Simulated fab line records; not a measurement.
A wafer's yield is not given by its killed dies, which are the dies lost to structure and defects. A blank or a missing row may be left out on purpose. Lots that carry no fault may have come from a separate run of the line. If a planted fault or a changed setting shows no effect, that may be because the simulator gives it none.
A lot that was struck, set against a sound lot    flow n5 finfet    16 steps out of a route of 1938
Sound: wafers L330.1, L330.3, L330.4. Wafers L332.2, L332.5, L332.6 were the ones struck. At the end, the cause is stated.
Each step with rows lists, per side, the tool, then ch with its chambers, then its first start. Under that, the readings that differ: sound wafers    struck wafers    difference of the means    sigmas: that difference in standard deviations of wafers without a fault.
alike: same words and numbers on both sides, and readings whose means sit less than 2 such deviations apart. not compared: any withheld reading, any reading some wafer has no value for, any bound like >300 that may hide the same value, and any number with overlapping values for which the record gives no deviation.
A row with sigmas, a row that says differs or no value, or rows on one side alone: a step with any of these is where the two part. When numbers do not overlap yet have no deviation, they are printed without sigmas and do not part them. Lack of a reading on every wafer of one side parts them only where that side has two or more wafers.

first, 8 steps without rows for these wafers: N5_SD_EPI_P_COAT_34 (time 60 s, resist thk 350 nm); N5_SD_EPI_P_COAT_35 (time 60 s, resist thk 35 nm); N5_SD_EPI_P_COAT_03 (resist thk 150 nm); N5_SD_EPI_P_EBR_05; N5_SD_EPI_P_SOFTBAKE_04 (time 60 s); N5_SD_EPI_P_EXPOSE_06 (exposes mask SD P BLK, target cd 240 nm); N5_SD_EPI_P_PEB_07 (peb time 60 s); N5_SD_EPI_P_DEVELOP_08 (develop time 30 s).
N5_SD_EPI_P_CD_MEAS_09 targets a cd of 240 nm.
  sound on cd sem-03 ch 0, day 6 08:05; struck on cd sem-02 ch 0, day 6 19:45
  alike: cd nm
N5_SD_EPI_P_OVL_MEAS_10:
  sound on overlay-02 ch 0, day 6 08:07; struck on overlay-02 ch 0, day 6 19:47
  alike: SD_P_BLK_OVL
N5_SD_EPI_P_INSPECT_11: inspects for defects (macro).
  sound on defect inspect-02, day 6 08:09; struck on defect inspect-01, day 6 19:48
  alike: raw defect count
N5_SD_EPI_P_DESCUM_14: chemistry O2, time 7.9 s.
  sound on rie diel-03 ch 0,1,3, day 6 08:24; struck on rie diel-03 ch 1,2,3, day 6 19:50
  alike: drypump motor current A, oes product au, rf vpp V, showerhead plenum p Torr, throttle valve pct
  not compared: rf hours counter h
N5_SD_EPI_P_ETCH_36: etches SiARC in CF4, target depth 45.5 nm, time 75.8 s.
  sound on rie diel-03 ch 0,1,3, day 6 08:26; struck on rie diel-03 ch 1,2,3, day 6 19:52
reading       sound              struck             difference  sigmas
bias w (W)    36.03 35.93 35.88  37.56 37.68 37.71  +1.70       +14
rf vpp V (V)  184.1 183.3 183.8  190.3 190.7 190.3  +6.7        +6
  alike: drypump motor current A, etch rf on time s, oes product au, showerhead plenum p Torr, throttle valve pct
  not compared: rf hours counter h
N5_SD_EPI_P_ETCH_37: etches SOC in N2/H2, overetch 108 nm, time 486 s.
  sound on rie diel-03 ch 0,1,3, day 6 08:30; struck on rie diel-03 ch 1,2,3, day 6 19:56
  alike: bias w, drypump motor current A, oes product au, rf vpp V, showerhead plenum p Torr, throttle valve pct
  not compared: rf hours counter h
-- a jump in the record: the struck wafers' starts before and after are 4 days apart (it breaks off in module SD_EPI_P and resumes in module BEOL_M4, where the first step shown is number 1111 of the route) --
N5_BEOL_M4_RC_MEAS_101:
  sound on prober-01 ch 0, day 10 20:40; struck on prober-02 ch 0, day 11 04:39
reading        sound                 struck                difference  sigmas
ION_N (uA/um)  679 672 681           665 661 652           -18         -2
ION_P (uA/um)  470 467 476           453 456 449           -18         -3
VT_P (mV)      -245.9 -244.7 -244.5  -251.5 -249.0 -255.1  -6.8        -2
  alike: DIBL_N, DIBL_P, IOFF_N, IOFF_P, SS_N, SS_P, VT_N
-- record jumps: 4 days separate the struck wafers' starts on either side; left off in module BEOL_M4, taken up again in module PASSIVATION, whose first shown step is the route's number 1936 --
N5_PASSIVATION_PROBE_49:
  the record has rows for the struck wafers here (prober-01, day 15 10:43) and none for the sound ones

## WHERE THEY PART
Earliest at N5_SD_EPI_P_ETCH_36; latest, in this record, at N5_PASSIVATION_PROBE_49.

WHY: what the simulator had put in
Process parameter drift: rie diel-03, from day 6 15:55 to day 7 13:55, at N5_SD_EPI_P_ETCH_36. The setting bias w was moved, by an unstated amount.
